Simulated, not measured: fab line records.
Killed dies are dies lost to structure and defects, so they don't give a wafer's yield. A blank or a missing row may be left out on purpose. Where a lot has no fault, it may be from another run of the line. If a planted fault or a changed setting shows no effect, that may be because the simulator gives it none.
Chamber matching ; flow n5Finfet ; N5_BEOL_M4_PRE_CLEAN_60 on cvdCo-02 has 3 sister chambers
The step time 15 s. 3 wafers are shown with their chamber, then 11 later ones without.

== WAFERS, EACH WITH ITS CHAMBER ==
wafer;chamber;heaterPowerW (W)
L086.1;0;84
L086.5;2;56
L088.1;1;141

== WAFERS MISSING THEIR CHAMBER ==
wafer;heaterPowerW (W)
L088.3;84
L088.4;57
L089.1;58
L089.4;86
L089.5;57
L092.1;83
L092.2;57
L092.3;139
L094.1;83
L094.5;85
L094.6;144

== THE CHAMBER EACH PASSED THROUGH ==
wafer;from the rows above;in truth
L088.3;0;0
L088.4;2;2
L089.1;2;2
L089.4;0;0
L089.5;2;2
L092.1;0;0
L092.2;2;2
L092.3;1;1
L094.1;0;0
L094.5;0;0
L094.6;1;1
11 of 11 placed correctly. From these rows, 0 cannot be placed. Number placed wrongly: 0.
How it was worked out, from the rows above alone: a wafer's distance from a chamber is the root of the sum, over the readings, of the square of ((its reading less the chamber's mean) divided by the reading's scatter). If the next closest chamber is less than 2 further off than the closest, the wafer can't be placed; otherwise it belongs to the closest. Each chamber's mean is taken over the wafers shown for it. The scatter: root of mean squared gap, hidden wafer to nearest shown wafer, with one shown wafer a chamber.
